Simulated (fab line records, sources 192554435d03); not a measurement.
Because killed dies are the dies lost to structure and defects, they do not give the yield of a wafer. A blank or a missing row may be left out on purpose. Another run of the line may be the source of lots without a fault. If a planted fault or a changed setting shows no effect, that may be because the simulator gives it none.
Matching of chambers | flow n5 finfet | N5_FIN_SAQP_HM_DEP_72 on pecvd-03 has 3 sister chambers
The step deposits SiO2 from SiH4/N2O, target thk 12 nm, time 7.2 s. 3 wafers are shown with their chamber, then 9 later ones without.

== WAFERS PAIRED WITH THEIR CHAMBERS ==
wafer  | chamber | showerhead plenum p Torr (Torr)
L087.4 | 2       | 8.22
L090.3 | 0       | 7.98
L090.6 | 1       | 8.26

== WAFERS WITH NO CHAMBER GIVEN ==
wafer  | showerhead plenum p Torr (Torr)
L094.3 | 8.23
L094.5 | 7.99
L094.6 | 8.20
L095.3 | 7.99
L095.5 | 8.28
L095.6 | 7.98
L096.1 | 8.27
L096.4 | 8.22
L096.5 | 7.97

== EACH ONE'S CHAMBER ==
wafer  | from the rows above     | in truth
L094.3 | can't be placed: 2 or 1 | 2
L094.5 | 0                       | 0
L094.6 | 2                       | 2
L095.3 | 0                       | 0
L095.5 | 1                       | 1
L095.6 | 0                       | 0
L096.1 | 1                       | 1
L096.4 | 2                       | 2
L096.5 | 0                       | 0
8 of 9 placed correctly. Not placeable from these rows: 1 (in 1, the candidates include the true chamber). Wrongly placed: 0.
How it was worked out, from the rows above alone: a wafer's distance from a chamber is the root of the sum, over the readings, of the square of ((its reading less the chamber's mean) divided by the reading's scatter). If the next closest chamber is less than 2 further off than the closest, the wafer can't be placed; otherwise it belongs to the closest. Each chamber's mean is taken over the wafers shown for it. The scatter: with one shown wafer a chamber, the root of the mean of the squares of how far each hidden wafer lies from its nearest shown one.
